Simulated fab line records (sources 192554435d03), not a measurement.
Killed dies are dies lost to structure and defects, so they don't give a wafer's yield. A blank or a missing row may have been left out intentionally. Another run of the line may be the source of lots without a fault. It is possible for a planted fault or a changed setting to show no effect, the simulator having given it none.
Matching of chambers ; flow n5-finfet ; rie-diel-02 running N5_BEOL_M7_ETCH_65: 3 sister chambers
The step etches SiARC in CF4, target depth 15.6 nm, time 26 s. 3 wafers are shown with their chamber, then 5 later ones without.

WAFERS, EACH WITH ITS CHAMBER
wafer;chamber;drypump-motor-current-A (A)
L084.1;1;6.0
L091.1;3;6.2
L091.3;0;5.2

WAFERS WITH NO CHAMBER GIVEN
wafer;drypump-motor-current-A (A)
L091.6;6.0
L093.2;6.2
L093.5;5.3
L096.2;6.2
L096.5;6.2

THE CHAMBER EACH PASSED THROUGH
wafer;from the rows above;in truth
L091.6;1;1
L093.2;3;3
L093.5;0;0
L096.2;3;3
L096.5;3;3
5 of 5 placed correctly. Not placeable from these rows: 0. Wrongly placed: 0.
How it was worked out, from the rows above alone: a wafer's distance from a chamber is the root of the sum, over the readings, of the square of ((its reading less the chamber's mean) divided by the reading's scatter). The wafer belongs to the nearest chamber; if the next one is less than 2 further off, it can't be placed. A chamber's mean is the mean of its shown wafers. The scatter: with one shown wafer a chamber, the root of the mean of the squares of how far each hidden wafer lies from its nearest shown one.
